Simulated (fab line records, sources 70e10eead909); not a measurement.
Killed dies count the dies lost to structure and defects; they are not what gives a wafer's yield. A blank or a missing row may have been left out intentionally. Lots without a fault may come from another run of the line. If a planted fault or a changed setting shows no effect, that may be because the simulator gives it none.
One fault through the eyes of 2 desks || flow nand harc || every desk sees just its own numbers, and what lay behind them comes last

== THE METROLOGY DESK ==
Means of the sampled wafers that have a number, per lot and without regard to the tool the lot ran on: this is what the gauges read. Marked OUT: a lot whose mean sits more than 4 standard deviations from the usual mean, which makes it out of limits; the brackets give that distance.
Columns: A = cd nm at NHARC_P_GATE_CD_MEAS_59, usual 719.1 nm
{"lot": "L505", "first seen here": "day 7 05:48", "A": 718.6}
{"lot": "L506", "first seen here": "day 7 23:40", "A": 719.7}
{"lot": "L509", "first seen here": "day 8 20:57", "A": 719.6}
{"lot": "L515", "first seen here": "day 11 18:14", "A": 717.5}
{"lot": "L520", "first seen here": "day 13 12:25", "A": 718.1}
{"lot": "L521", "first seen here": "day 13 22:55", "A": 717.7}
This desk found nothing out of limits on any of the 6 lots.

== FOR THE TOOL OWNER'S DESK: krf scanner-03 ==
The tool's own readings at NHARC_P_GATE_EXPOSE_88 (exposes mask P HVN, target cd 2000 nm): means of the sampled wafers that have a number, for each lot that ran on this tool. Marked OUT: a lot whose mean sits more than 4 standard deviations from the usual mean, which makes it out of limits; the brackets give that distance.
Columns: A = stage vel mm s at NHARC_P_GATE_EXPOSE_88, usual 500.02 mm/s
{"lot": "L505", "first seen here": "day 7 07:14", "A": 499.94}
{"lot": "L506", "first seen here": "day 8 01:13", "A": 499.65}
{"lot": "L509", "first seen here": "day 8 22:31", "A": 499.95}
This desk found nothing out of limits on any of the 3 lots.

== BROUGHT TOGETHER ==
Nothing out of limits was seen by the metrology desk.
The tool owner's desk saw nothing out of limits.

== WHAT THE SIMULATOR HAD PUT IN ==
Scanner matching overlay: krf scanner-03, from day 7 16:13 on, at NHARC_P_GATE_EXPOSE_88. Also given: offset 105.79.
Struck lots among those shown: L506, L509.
